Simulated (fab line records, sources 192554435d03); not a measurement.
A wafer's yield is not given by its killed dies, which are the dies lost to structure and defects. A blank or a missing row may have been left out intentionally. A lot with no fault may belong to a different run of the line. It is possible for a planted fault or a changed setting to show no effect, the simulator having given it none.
fab line records -- flow n5_finfet
[record] lots = 4, wafers = 12, last_day = 19
route steps=1938 shown BEOL_M15@1819 PASS1_DEP@1831 MIM_BOT@1832 MIM_TOP@1834 MIM_TOP_LITHO@1839 MIM_TOP_ETCH@1851 MIM_BOT_LITHO@1854 MIM_BOT_ETCH@1868 PASSIVATION@1936
lots untouched by any fault: they come from a run of this same line in which no faults occurred
start_h: hours from the record's first day to the start of the lot's first wafer shown -- wait_h: how many hours have passed since the lot's step before this one -- " the same as in the row above -- L1.1+2: one row covering several wafers at once -- - no value present, or no start provided -- * or withheld: withheld -- < > ~ a bound
route shown NAME@n: names a module that has steps shown in the file, with the first one's number in the route -- usual: mean/standard deviation taken from wafers without a fault -- same: alike in all rows -- chamber/n: place in a boat -- sites: readings site by site -- _std_site: the standard deviation of these -- _edge_site: outer sites' mean less inner sites' -- radius_mm: how far each site lies from the wafer's centre -- mask NAME#n: copy n -- behind: the last tool/chamber to shape the wafer -- hold: cause of the lot's hold/its duration in hours/its outcome -- device: names the non-switching transistor (n, p or np) -- end of line: the tests these same wafers got at the end of their route -- where a step has no rows: the recipe by itself -- killed: dies that structure and defects cost at the first sort, which is not the same as the wafer's yield -- map: a wafer's dies, x killed, . not, _ none there
set.NAME: the setting the step ran with; set.NAME@STEP: the setting that earlier step ran with -- model.NAME: the simulator's own value behind a step, which no gauge read
a table for each step, a row for each wafer; lots at some steps of the route
services: a tool's chamber out of use, with start hour (start_h, from the record's first day; less than 0 if before it), hours out, and reason
[[steps]]
[step N5_BEOL_M15_SPUTTER_43]
[recipe] material = TaN, target_thk_a = 150, temp_c = 50, bias_v = 168.6, power_w = 15000, chamber_pressure_pa = 0.12, time_s = 24.19
[step N5_BEOL_M15_SPUTTER_44]
[recipe] material = Ta, target_thk_a = 150, temp_c = 50, bias_v = 80, power_w = 15000, chamber_pressure_pa = 0.07, time_s = 24.19
[step N5_BEOL_M15_SPUTTER_45]
[recipe] material = Cu, target_thk_a = 1000, temp_c = -20, bias_v = 60, power_w = 26000, chamber_pressure_pa = 0.13, time_s = 16.67
[step N5_BEOL_M15_ECD_47]
[recipe] material = Cu, target_thk_a = 18600
[step N5_BEOL_M15_ANNEAL_48]
[recipe] temp_c = 225, time_s = 90, ambient = N2
[step N5_BEOL_M15_CMP_49]
[recipe] stop_on = SiO2, t_overpolish_s = 4.9, down_force_psi = 2, platen_rpm = 80, clearing_platen_down_force_psi = 2, clearing_platen_rpm = 80, post_cmp_clean = cu_alkaline, target_thk_nm = 850, clearing_platen_pad_velocity_m_s = 1.5917, pad_velocity_m_s = 1.5917
[step N5_BEOL_M15_PRE_CLEAN_52]
[recipe] gas = NH3, time_s = 15, temp_c = withheld, rf_power_w = 300
[step N5_BEOL_M15_DEP_53]
[recipe] material = SiCN, target_thk_a = 500, temp_c = withheld, precursor = 3MS/NH3, pressure_torr = 3, rf_w = 675, time_s = 17.8
[step N5_PASSIVATION_PECVD_00]
[recipe] material = SiO2, target_thk_a = 2000, temp_c = 400, precursor = SiH4/N2O, pressure_torr = 2.7, rf_w = 608, time_s = 11.2
[usual] heater_power_w = 690/85, rf_fwd_power_W = 600.8/2.4, showerhead_plenum_p_Torr = 8.17/0.089, throttle_valve_pct = 51/3.4
lot.wafer,tool,chamber,start_h,wait_h,heater_power_w,rf_fwd_power_W,showerhead_plenum_p_Torr,throttle_valve_pct,model.SiO2_of_PASSIVATION_PECVD_00.thk_nm
L811.2,pecvd-01,0,275.14,0.7,809,605.0,8.10,53,197
L811.4,pecvd-01,1,275.14,0.7,603,601.1,8.29,49,201.8
L811.5,pecvd-01,2,275.14,0.7,746,601.3,8.21,47,202.2
L817.1,pecvd-02,1,309.39,0.8,754,601.2,8.20,54,198.2
L817.2,pecvd-02,2,309.39,0.8,673,600.1,8.23,46,196.2
L817.3,pecvd-02,0,309.39,0.8,763,600.0,8.03,50,196
L829.1,pecvd-02,2,421.67,0.8,676,-,8.22,47,119.6
L829.3,pecvd-02,0,421.67,0.8,651,600.7,8.03,50,201.6
L829.4,pecvd-02,1,421.67,0.8,672,600.0,8.21,54,206.6
L828.1,pecvd-02,1,450.77,0.8,779,-,8.22,54,118.4
L828.4,pecvd-02,1,450.77,0.8,802,599.1,8.21,54,201.4
L828.5,pecvd-02,2,450.77,0.8,659,598.5,8.21,47,201.8
[step N5_MIM_BOT_DEGAS_01]
[recipe] ambient = vacuum, temp_c = 300, time_s = 60
[step N5_MIM_BOT_SPUTTER_00]
[recipe] material = TiN, target_thk_a = 350, temp_c = 200, power_w = 3000, chamber_pressure_pa = 0.49996, gas = Ar, reactive_partial_pa = 0.37997, time_s = 89.7
[step N5_MIM_TOP_ALD_00]
[recipe] material = Al2O3, target_thk_a = *, temp_c = withheld, ald_precursor_family = TMA, ald_co_reactant = O3, pulse_time_s = withheld, purge_time_s = 3, co_reactant_purge_time_s = withheld, co_reactant_pulse_time_s = 3, ald_cycles = withheld
[step N5_MIM_TOP_ALD_01]
[recipe] material = HfO2, target_thk_a = 56, temp_c = withheld, ald_precursor_family = Hf-amide, ald_co_reactant = O3, pulse_time_s = 1, purge_time_s = 3, co_reactant_purge_time_s = 2, co_reactant_pulse_time_s = 3, ald_cycles = 62
[step N5_MIM_TOP_ALD_02]
[recipe] material = Al2O3, target_thk_a = *, temp_c = withheld, ald_precursor_family = TMA, ald_co_reactant = O3, pulse_time_s = withheld, purge_time_s = 3, co_reactant_purge_time_s = withheld, co_reactant_pulse_time_s = 3, ald_cycles = withheld
[step N5_MIM_TOP_DEGAS_04]
[recipe] ambient = vacuum, temp_c = 300, time_s = 60
[step N5_MIM_TOP_SPUTTER_03]
[recipe] material = TiN, target_thk_a = 350, temp_c = 200, power_w = 3000, chamber_pressure_pa = 0.49996, gas = Ar, reactive_partial_pa = 0.37997, time_s = 89.7
[step N5_MIM_TOP_LITHO_HMDS_01]
[recipe] time_s = 60, temp_c = 120
[step N5_MIM_TOP_LITHO_COAT_02]
[recipe] spin_rpm = *, resist_thk_nm = *
[step N5_MIM_TOP_LITHO_EBR_04]
[recipe] solvent = PGMEA, ebr_width_mm = 1.5
[step N5_MIM_TOP_LITHO_SOFTBAKE_03]
[recipe] temp_c = 100, time_s = 90
[step N5_MIM_TOP_LITHO_EXPOSE_05]
[recipe] mask_id = MIM_TOP, na = 0.55, source_shape = conventional, sigma_outer = 0.8, polarization = unpolarized, target_cd_nm = 2000, dose_mj = 20.5
[step N5_MIM_TOP_LITHO_PEB_06]
[recipe] peb_temp_c = withheld, peb_time_s = *
[step N5_MIM_TOP_LITHO_DEVELOP_07]
[recipe] develop_time_s = 60, rinse_liquid = diw, dry = air_spin, dev_temp_c = 21
[step N5_MIM_TOP_LITHO_HARDBAKE_09]
[recipe] temp_c = 130, time_s = 120
[step N5_MIM_TOP_LITHO_DESCUM_10]
[recipe] chemistry = O2, time_s = 7.9, source_power_w = 50, bias_power_w = 20, pressure_mtorr = 20, rf_frequency_hz = 2.712e+07, temp_c = 40, o2_flow_sccm = 225
[step N5_MIM_TOP_ETCH_ETCH_00]
[recipe] chemistry = Cl2/BCl3, target = TiN, target_depth_a = 385, ion_energy_ev = 150, pressure_mtorr = 10, icp_w = 1000, bias_w = 126, Cl2_flow_sccm = 53.25, bcl3_flow_sccm = 21.75, Ar_flow_sccm = 25
[step N5_MIM_TOP_ETCH_STRIP_01]
[recipe] chemistry = O2, power_w = 600, temp_c = 60, pressure_mtorr = 30, rf_frequency_hz = 6e+07, bias_power_w = 0, overash_fraction = 0.5, o2_flow_sccm = 225
[step N5_MIM_TOP_ETCH_PECVD_03]
[recipe] material = SiNx, target_thk_a = 200, temp_c = 400, precursor = SiH4/NH3/N2, pressure_torr = 1.5, rf_w = 300, time_s = 17.6
[step N5_MIM_BOT_LITHO_HMDS_01]
[recipe] time_s = 60, temp_c = 120
[step N5_MIM_BOT_LITHO_COAT_02]
[recipe] spin_rpm = *, resist_thk_nm = *
[step N5_MIM_BOT_LITHO_EBR_04]
[recipe] solvent = PGMEA, ebr_width_mm = 1.5
[step N5_MIM_BOT_LITHO_SOFTBAKE_03]
[recipe] temp_c = 100, time_s = 90
[step N5_MIM_BOT_LITHO_EXPOSE_05]
[recipe] mask_id = MIM_BOT, na = 0.55, source_shape = conventional, sigma_outer = 0.8, polarization = unpolarized, dose_mj = 24.25
[step N5_MIM_BOT_LITHO_PEB_06]
[recipe] peb_temp_c = withheld, peb_time_s = *
[step N5_MIM_BOT_LITHO_DEVELOP_07]
[recipe] develop_time_s = 60, rinse_liquid = diw, dry = air_spin, dev_temp_c = 21
[step N5_MIM_BOT_ETCH_ETCH_00]
[recipe] chemistry = Cl2/BCl3, target = TiN, target_depth_a = 455, ion_energy_ev = 150, pressure_mtorr = 10, icp_w = 1000, bias_w = 126, Cl2_flow_sccm = 53.25, bcl3_flow_sccm = 21.75, Ar_flow_sccm = 25
[usual] drypump_motor_current_A = 6.00/0.28, he_backside_leak_sccm = 3.32/0.18, oes_product_au = 0.79/0.094, rf_fwd_power_W = 995/3, throttle_valve_pct = 21.83/0.15
lot.wafer,tool,chamber,start_h,wait_h,drypump_motor_current_A,he_backside_leak_sccm,oes_product_au,rf_fwd_power_W,rf_hours_counter_h,throttle_valve_pct,model.SiO2_of_PASSIVATION_PECVD_00.thk_nm
L811.2,rie_metal-02,1,280.96,0.1,6.32,3.28,0.64,999,103,21.75,194.4
L811.4,rie_metal-02,0,280.96,0.1,5.65,3.26,0.86,995,-,21.92,199.2
L811.5,rie_metal-02,1,280.96,0.1,6.32,3.11,0.64,994,-,21.75,199.6
L817.1,rie_metal-01,0,314.45,0.1,5.93,3.15,0.88,997,13,21.88,195.8
L817.2,rie_metal-01,1,314.45,0.1,6.41,3.46,0.70,990,70,21.69,193.6
L817.3,rie_metal-01,1,314.45,0.1,6.39,3.56,0.69,993,-,21.70,193.4
L829.1,rie_metal-02,0,427.57,0.1,5.62,3.35,0.83,998,29,21.94,117
L829.3,rie_metal-02,1,427.57,0.1,6.27,2.81,0.92,991,-,21.26,199
L829.4,rie_metal-02,0,427.57,0.1,5.62,3.17,0.84,996,-,21.92,204
L828.1,rie_metal-01,0,456.24,0.1,5.92,3.59,0.83,999,25,21.89,115.8
L828.4,rie_metal-01,0,456.24,0.1,5.91,3.23,0.84,996,-,21.87,198.8
L828.5,rie_metal-01,1,456.24,0.1,6.39,3.63,0.67,1001,-,21.70,199.2
[step N5_PASSIVATION_PROBE_49]
[usual] defect_limited_yield = 91.3/1.7, killed_at_M0_to_M3 = 33/9.9, killed_at_M4_up = 14/6.4, killed_at_contacts = 12/7, killed_at_front_end = 41/13, killed_at_other = 3.1/2.9, killed_dies = 103/20, killed_open = 67/14, killed_short = 34/9.4, sort_bin_4_leakage = 0.03/0.24, sort_bin_5_function = 5.1/1.1, sort_bin_6_memory = 3.2/0.79, sort_n_pass = 1077/21, sort_yield_pct = 91.2/1.7
[same] gross_dies = 1180, killed_at_back_side = 0, sort_bin_8_speed[%] = 0
lot.wafer,tool,chamber,start_h,wait_h,defect_limited_yield[%],killed_at_M0_to_M3,killed_at_M4_up,killed_at_contacts,killed_at_front_end,killed_at_other,killed_dies,killed_open,killed_short,sort_bin_4_leakage[%],sort_bin_5_function[%],sort_bin_6_memory[%],sort_n_pass,sort_yield_pct[%]
L811.2,prober-01,-,291.35,0.1,90.9,43,7,9,48,0,107,62,44,0,5.4,3.3,1073,90.9
L811.4,prober-01,-,291.45,0.2,91.8,14,14,19,47,3,97,64,33,0,4.4,3.6,1083,91.8
L811.5,prober-01,-,291.50,0.2,92.2,46,11,10,21,4,92,56,35,0,4.7,2.6,1088,92.2
// killed by level:class
L811.2 STI_FIN_REVEAL:geometric_particle:open=17 BEOL_M0_SAQP:geometric_particle:short=11 BEOL_M0_SAQP:geometric_particle:open=10 BEOL_M1:geometric_particle:open=9 DUMMY_GATE:geometric_particle:open=6 GATE_CUT:geometric_particle:short=6 MOL_CONTACT_COAG:geometric_particle:open=5 MOL_CONTACT_COAG:geometric_particle:short=4
L811.4 STI_FIN_REVEAL:geometric_particle:open=17 MOL_CONTACT_COAG:geometric_particle:open=15 BEOL_M0_SAQP:geometric_particle:short=7 FIN_SAQP:geometric_particle:short=6 DUMMY_GATE:geometric_particle:open=5 FIN_SAQP:geometric_particle:open=4 MOL_CONTACT_COAG:geometric_particle:short=4 BEOL_M0_SAQP:geometric_particle:open=4
L811.5 BEOL_M0_SAQP:geometric_particle:short=16 BEOL_M0_SAQP:geometric_particle:open=11 MOL_CONTACT_COAG:geometric_particle:open=8 BEOL_M3:geometric_particle:open=8 DUMMY_GATE:geometric_particle:open=6 BEOL_M1:geometric_particle:open=4 BEOL_M1:geometric_particle:short=3 BEOL_M6:geometric_particle:open=3
[[services]]
tool,chamber,start_h,hours,kind
pecvd-01,2,258.14,2.1,scheduled_down
pecvd-02,2,271.23,2.1,scheduled_down
pecvd-01,0,296.54,5.5,scheduled_down
rie_metal-02,-,314.27,1.4,pm
pecvd-02,1,336.32,2.1,scheduled_down
rie_metal-02,1,356.98,-,clean
rie_metal-02,1,356.98,15.5,scheduled_down
rie_metal-02,1,356.98,15.5,vent_cycle
rie_metal-02,0,386.39,3.0,repair
pecvd-01,-,393.43,1.5,repair
pecvd-02,0,410.19,5.0,scheduled_down
pecvd-02,0,416.82,2.1,repair
pecvd-01,1,444.18,5.5,scheduled_down
[[key]]
first_sign none at tools or gauges
[model_effect] step = N5_PASSIVATION_PECVD_00, value = SiO2_of_PASSIVATION_PECVD_00.thk_nm, without = 200.4, struck = 119
[model_effect] step = N5_MIM_BOT_ETCH_ETCH_00, value = SiO2_of_PASSIVATION_PECVD_00.thk_nm, without = 197.8, struck = 116.4
met_at N5_PASSIVATION_PECVD_00
struck_wafers L828.1,L829.1
onset_between 309.39 421.67
[fault] kind = process_parameter_drift, tool = pecvd-02, chamber = -, onset_h = 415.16, steps = N5_PASSIVATION_PECVD_00, channel = time_s, offset = *, shape = step, end_h = 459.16, scope = struck_wafers_only, acts_in = *, stated = *
